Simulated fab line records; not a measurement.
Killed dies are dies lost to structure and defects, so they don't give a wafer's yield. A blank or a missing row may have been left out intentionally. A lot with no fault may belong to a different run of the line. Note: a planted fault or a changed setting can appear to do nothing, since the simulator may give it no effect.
fab line records | flow n5-finfet
record: lots: 10 wafers: 30 last-day: 19
route steps=1938 shown BEOL_M5@1183 PASS1_CAP@1873 PASSIVATION@1909
lots that met no fault: taken from a fault-free run of the same line
start-h: hours from the record's opening day to when the first of the lot's shown wafers began | wait-h: hours elapsed since this lot's preceding step | " the same as in the row above | L1.1+2: a row that stands for several wafers | - value missing, or start not given | * or withheld: withheld | < > ~ a bound
route shown NAME@n: NAME is a module with steps in the file, n the number in the route of the first one | usual: mean/standard deviation taken from wafers without a fault | same: alike in all rows | chamber/n: place in a boat | sites: per-site readings | _std_site: how widely they spread, as a standard deviation | _edge_site: the outer-site mean with the inner-site mean subtracted | radius-mm: for every site, how far away it sits from the centre of the wafer | mask NAME#n: copy n | behind: tool/chamber where the wafer was last shaped | hold: why the lot went on hold/how many hours it stayed there/how the hold came to an end | device: the transistor (n, p or np) that didn't switch | end of line: at the end of the route, the tests of the same wafers | a step given without rows: its recipe and nothing more | killed: count of dies lost to structure and defects at first sort (not the wafer's yield) | map: shows each die of a wafer: x if killed, . if not, _ if none is there
set.NAME: setting as actually run; set.NAME@STEP: the setting as run at that earlier step | model.NAME: the simulator's own value behind a step, which no gauge read
a sample of lots followed through the steps of the route, with each step as a table and each wafer as a row
services: a tool's chamber out of use, with start hour (start-h, from the record's first day; less than 0 if before it), hours out, and reason
== steps ==
step: N5_BEOL_M5_SPUTTER_90
recipe: material: Cu target-thk-a: 45 temp-c: -20 chamber-pressure-pa: 0.07 power-w: withheld time-s: 8.29
usual: throttle-valve-pct: 30.0/1.1
columns lot.wafer tool chamber start-h wait-h throttle-valve-pct
L550.1 pvd-sputter-03 - 201.77 0.5 30.3
L550.4 " - " " 30.4
L550.5 " - " " 30.3
L554.3 pvd-sputter-01 - 220.31 0.5 28.9
L554.4 " - " " 31.0
L554.6 " - " " 30.8
L552.2 pvd-sputter-03 - 222.12 0.5 30.8
L552.3 " - " " 30.8
L552.6 " - " " 30.7
L553.2 pvd-sputter-01 - 228.56 0.5 30.6
L553.5 " - " " 27.6
L553.6 " - " " 29.0
L556.1 pvd-sputter-03 - 257.11 0.5 30.7
L556.3 " - " " 30.0
L556.6 " - " " 30.6
L561.1 pvd-sputter-03 - 263.16 0.5 30.3
L561.4 " - " " 30.5
L561.5 " - " " 30.1
L558.1 pvd-sputter-03 - 281.74 0.5 30.8
L558.3 " - " " 29.9
L558.5 " - " " 30.9
L562.1 pvd-sputter-03 - 286.77 0.5 30.7
L562.5 " - " " 30.1
L562.6 " - " " 30.2
L571.1 pvd-sputter-01 - 344.96 0.5 27.4
L571.2 " - " " 30.8
L571.3 " - " " 29.2
L572.2 pvd-sputter-01 - 349.91 0.5 27.5
L572.4 " - " " 30.0
L572.6 " - " " 29.1
step: N5_PASSIVATION_PECVD_55
recipe: material: SiO2 target-thk-a: 4000 temp-c: 400 precursor: SiH4/N2O pressure-torr: 2.7 rf-w: 608 time-s: 22.5
usual: heater-power-w: 632/78 showerhead-plenum-p-Torr: 8.19/0.099 throttle-valve-pct: 52/4.2
columns lot.wafer tool chamber start-h wait-h heater-power-w showerhead-plenum-p-Torr throttle-valve-pct
L550.1 pecvd-04 1 280.68 0.0 588 8.40 54
L550.4 " 0 " " 688 8.12 50
L550.5 " 1 " " 622 8.41 54
L554.3 pecvd-02 2 299.89 0.0 787 8.31 47
L554.4 " 1 " " 698 8.16 58
L554.6 " 1 " " 710 8.16 58
L552.2 pecvd-03 0 316.87 0.0 682 8.20 49
L552.3 " 1 " " 572 8.23 60
L552.6 " 1 " " 597 8.24 60
L553.2 pecvd-03 1 317.32 0.0 508 8.21 60
L553.5 " 2 " " 589 8.12 49
L553.6 " 1 " " 539 8.24 60
L556.1 pecvd-02 0 343.22 0.0 508 8.05 52
L556.3 " 2 " " 758 8.29 47
L556.6 " 2 " " 778 8.29 47
L561.1 pecvd-02 1 353.88 0.0 560 8.15 58
L561.4 " 0 " " 493 8.05 52
L561.5 " 2 " " 684 8.31 47
L558.1 pecvd-02 2 365.86 0.0 774 8.29 47
L558.3 " 0 " " 577 8.06 52
L558.5 " 2 " " 799 8.29 47
L562.1 pecvd-04 0 382.26 0.0 693 8.11 50
L562.5 " 1 " " 624 8.39 54
L562.6 " 2 " " 538 8.15 52
L571.1 pecvd-02 2 431.89 0.0 764 8.31 48
L571.2 " 0 " " 511 8.06 53
L571.3 " 1 " " 603 8.12 58
L572.2 pecvd-04 2 439.01 0.0 531 8.15 53
L572.4 " 1 " " 722 8.39 54
L572.6 " 0 " " 607 8.12 50
step: N5_PASSIVATION_AL_ETCH_33
recipe: chemistry: Cl2/BCl3 target-depth-a: 28000 over-etch-frac: 0.15 Cl2_flow_sccm: 180 bcl3-flow-sccm: 60 target: Al stop-on: TaN time-s: 466.7 ion-energy-ev: 100 pressure-mtorr: 10 icp-w: 900 bias-w: 100
usual: chamber-pressure-mTorr: 10.000/0.011 drypump-motor-current-A: 5.7/0.43 oes-product-au: 0.71/0.082 throttle-valve-pct: 34.41/0.27
columns lot.wafer tool chamber start-h wait-h chamber-pressure-mTorr drypump-motor-current-A oes-product-au rf-hours-counter-h throttle-valve-pct
L550.1 rie-metal-03 0 287.38 0.1 9.992 6.2 0.70 35 34.43
L550.4 " 0 " " 10.011 6.3 0.70 - 34.42
L550.5 " 1 " " 10.010 5.3 0.76 - 34.19
L554.3 rie-metal-01 0 302.57 0.2 10.005 6.0 0.61 - 34.21
L554.4 " 1 " " 10.012 5.5 0.56 - 34.89
L554.6 " 1 " " 10.014 5.5 0.57 - 34.87
L552.2 rie-metal-03 0 319.35 0.1 10.002 6.3 0.69 37 34.46
L552.3 " 0 " " 10.013 6.3 0.70 - 34.43
L552.6 " 0 " " 10.006 6.3 0.70 - 34.45
L553.2 rie-metal-03 1 322.99 0.1 10.015 5.3 0.75 21 34.21
L553.5 " 1 " " 9.990 5.3 0.75 - 34.20
L553.6 " 0 " " 9.987 6.3 0.71 - 34.40
L556.1 rie-metal-03 0 351.10 0.1 10.009 6.3 0.68 41 34.47
L556.3 " 1 " " 10.013 5.3 0.73 - 34.23
L556.6 " 0 " " 9.994 6.3 0.68 - 34.46
L561.1 rie-metal-03 1 356.42 0.1 9.976 5.3 0.73 25 34.21
L561.4 " 1 " " 9.992 5.3 0.73 - 34.19
L561.5 " 0 " " 9.985 6.3 0.68 - 34.45
L558.1 rie-metal-01 1 369.62 0.1 9.997 5.5 0.85 1 34.72
L558.3 " 1 " " 9.979 5.5 0.85 - 34.73
L558.5 " 0 " " 9.996 5.9 0.59 - 34.27
L562.1 rie-metal-02 1 385.93 0.2 9.990 5.1 0.64 62 34.94
L562.5 " 1 " " 10.008 5.1 0.64 - 34.98
L562.6 " 0 " " 10.013 5.4 0.85 - 34.08
L571.1 rie-metal-03 1 435.87 0.1 10.015 5.3 0.72 34 34.21
L571.2 " 0 " " 9.998 6.3 0.67 50 34.45
L571.3 " 1 " " 10.001 5.3 0.71 - 34.19
L572.2 rie-metal-01 1 443.35 0.1 10.003 5.5 0.80 9 34.69
L572.4 " 0 " " 10.003 6.0 0.84 - 34.32
L572.6 " 1 " " 9.989 5.5 0.79 - 34.69
step: N5_PASSIVATION_STRIP_34
recipe: chemistry: O2 power-w: 600 temp-c: 60 pressure-mtorr: 30 rf-frequency-hz: 6e+07 bias-power-w: 0 overash-fraction: 2 o2-flow-sccm: 225
usual: chamber-pressure-mTorr: 30.00/0.087 drypump-motor-current-A: 5.9/0.38 oes-product-au: 0.80/0.08 rf-vpp-V: 3.6/1.5 showerhead-plenum-p-Torr: 2.12/0.098 throttle-valve-pct: 16.59/0.19
columns lot.wafer tool chamber start-h wait-h chamber-pressure-mTorr drypump-motor-current-A oes-product-au rf-hours-counter-h rf-vpp-V showerhead-plenum-p-Torr throttle-valve-pct
L550.1 rie-diel-02 3 287.90 0.1 29.93 5.9 0.69 226 5.0 2.16 16.60
L550.4 " 1 " " 29.99 5.5 0.79 123 2.0 2.19 16.63
L550.5 " 2 " " 30.11 6.4 0.90 - 3.0 2.05 16.47
L554.3 rie-diel-04 2 302.96 0.1 29.92 6.1 0.81 103 1.9 2.02 16.82
L554.4 " 0 " " 29.94 6.4 0.83 90 5.6 2.22 16.51
L554.6 " 3 " " 29.90 6.0 0.70 - 4.2 2.06 16.76
L552.2 rie-diel-02 1 319.92 0.1 30.01 5.5 0.76 134 4.4 2.19 16.65
L552.3 " 3 " " 30.09 5.9 0.69 235 5.8 2.15 16.53
L552.6 " 0 " " 30.10 5.3 0.82 - 2.0 2.21 16.47
L553.2 rie-diel-02 0 323.54 0.1 30.13 5.3 0.81 89 3.8 2.20 16.45
L553.5 " 0 " " 29.89 5.3 0.79 - 3.3 2.20 16.52
L553.6 " 1 " " 30.01 5.4 0.75 - 4.8 2.19 16.67
L556.1 rie-diel-05 2 351.62 0.1 30.01 5.8 0.80 73 5.1 2.22 16.61
L556.3 " 1 " " 30.00 5.4 0.70 197 7.6 1.90 16.86
L556.6 " 1 " " 29.92 5.4 0.71 - 4.3 1.90 16.84
L561.1 rie-diel-04 3 356.94 0.1 29.95 6.0 0.94 5 0.9 2.06 16.26
L561.4 " 1 " " 30.02 6.1 0.95 24 2.9 2.22 16.21
L561.5 " 0 " " 29.95 6.4 0.83 - 4.9 2.21 16.57
L558.1 rie-diel-05 1 370.14 0.1 29.94 5.4 0.73 204 4.3 1.90 16.88
L558.3 " 0 " " 30.08 5.5 0.70 228 5.1 2.16 16.65
L558.5 " 1 " " 29.97 5.4 0.71 - 2.8 1.90 16.85
L562.1 rie-diel-05 1 386.45 0.1 30.05 5.4 0.71 210 3.5 1.90 16.91
L562.5 " 2 " " 29.93 5.8 0.79 - 6.0 2.21 16.73
L562.6 " 3 " " 29.99 6.3 0.87 - 3.1 2.14 16.55
L571.1 rie-diel-02 0 436.40 0.1 30.00 5.3 0.75 136 1.6 2.19 16.58
L571.2 " 1 " " 29.99 5.5 0.73 176 2.4 2.17 16.77
L571.3 " 2 " " 29.94 6.4 0.84 84 5.5 2.03 16.52
L572.2 rie-diel-05 1 443.86 0.1 30.09 5.4 0.67 230 2.9 1.89 16.90
L572.4 " 3 " " 29.80 6.3 0.83 - 2.7 2.13 16.60
L572.6 " 2 " " 30.10 5.8 0.78 - 3.2 2.20 16.67
step: N5_PASSIVATION_PROBE_49
usual: defect-limited-yield: 91.0/1.5 killed_at_M0_to_M3: 37/12 killed_at_M4_up: 13/5 killed-at-contacts: 13/6.1 killed-at-front-end: 39/11 killed-at-other: 4/3.2 killed-dies: 106/17 killed-open: 69/12 killed-short: 35/7.9 sort_bin_4_leakage: 0.00/0.007 sort_bin_5_function: 5.3/1 sort_bin_6_memory: 3.3/0.68 sort-n-pass: 1074/17 sort-yield-pct: 91.0/1.5
same: gross-dies: 1180 killed-at-back-side: 0 sort_bin_8_speed[%]: 0
columns lot.wafer tool chamber start-h wait-h defect-limited-yield[%] killed_at_M0_to_M3 killed_at_M4_up killed-at-contacts killed-at-front-end killed-at-other killed-dies killed-open killed-short sort_bin_4_leakage[%] sort_bin_5_function[%] sort_bin_6_memory[%] sort-n-pass sort-yield-pct[%]
L562.1 prober-02 - 390.77 0.0 90.2 48 5 12 50 1 116 83 33 0 6.1 3.5 1064 90.2
L562.5 prober-02 - 390.97 0.2 91.3 48 8 9 38 0 103 72 31 0 4.3 4.2 1077 91.3
L562.6 prober-02 - 391.02 0.3 80.2 44 144 15 31 0 234 74 31 0 12.4 5.5 946 80.2
killed by level:class
L562.1 BEOL_M3:geometric-particle:open=19 FIN_SAQP:geometric-particle:open=13 STI_FIN_REVEAL:geometric-particle:open=10 BEOL_M0_SAQP:geometric-particle:open=10 MOL_CONTACT_COAG:geometric-particle:open=9 BEOL_M2:geometric-particle:open=8 FIN_SAQP:geometric-particle:short=7 BEOL_M0_SAQP:geometric-particle:short=5
L562.5 BEOL_M2:geometric-particle:open=15 BEOL_M3:geometric-particle:open=15 FIN_SAQP:geometric-particle:open=11 BEOL_M0_SAQP:geometric-particle:short=9 MOL_CONTACT_COAG:geometric-particle:open=8 FIN_SAQP:geometric-particle:short=5 BEOL_M5:geometric-particle:open=5 STI_FIN_REVEAL:geometric-particle:short=4
L562.6 BEOL_M5:unspecified=129 BEOL_M0_SAQP:geometric-particle:open=13 MOL_CONTACT_COAG:geometric-particle:open=11 FIN_SAQP:geometric-particle:open=10 BEOL_M0_SAQP:geometric-particle:short=9 BEOL_M2:geometric-particle:open=8 BEOL_M4:geometric-particle:open=7 BEOL_M3:geometric-particle:open=6
== services ==
columns tool chamber start-h hours kind
pvd-sputter-03 - 186.76 4.3 repair
pecvd-02 0 189.16 5.0 scheduled-down
rie-metal-03 - 195.67 0.3 repair
pecvd-04 - 198.44 0.5 repair
pecvd-02 2 202.38 - clean
rie-metal-02 0 208.70 9.6 repair
pecvd-04 2 216.90 6.0 repair
rie-diel-05 3 226.36 1.8 repair
rie-metal-02 - 234.38 1.4 pm
rie-metal-02 - 244.44 0.4 repair
rie-diel-05 0 267.67 7.6 repair
pecvd-03 0 279.12 5.2 repair
pecvd-03 - 297.02 5.5 pm
rie-diel-02 3 321.37 8.5 repair
rie-metal-01 1 330.56 9.9 repair
rie-metal-02 0 332.36 2.5 repair
pecvd-02 1 333.33 8.4 repair
rie-diel-05 3 337.33 15.2 repair
pecvd-04 0 344.39 3.6 repair
rie-diel-02 1 356.92 13.5 repair
rie-metal-03 - 379.17 0.5 repair
rie-diel-04 0 404.31 19.7 repair
pvd-sputter-01 - 415.17 1.8 repair
pvd-sputter-01 - 442.93 1.9 repair
== key ==
first-sign: step: N5_PASSIVATION_PROBE_49 reading: killed_at_M4_up direction: up sigmas: 26 usual: 13 struck: 144
effect: step: N5_PASSIVATION_PROBE_49 reading: defect-limited-yield direction: down sigmas: 7.5 usual: 91.0 struck: 80.2
more-kills-born-at: N5_BEOL_M5_SPUTTER_90@pvd-sputter-03: 129
met-at N5_BEOL_M5_SPUTTER_90
struck-lots L562
struck-wafers L562.6
not-acting-at N5_PASSIVATION_PECVD_55,N5_PASSIVATION_AL_ETCH_33,N5_PASSIVATION_STRIP_34
onset-between 263.16 286.77
fault: kind: chamber-particle-source tool: pvd-sputter-03 chamber: - onset-h: 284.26 steps: N5_BEOL_M5_SPUTTER_90 rate-per-visit-cm2: 0.93735 end-h: 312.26 scope: struck-wafers-only
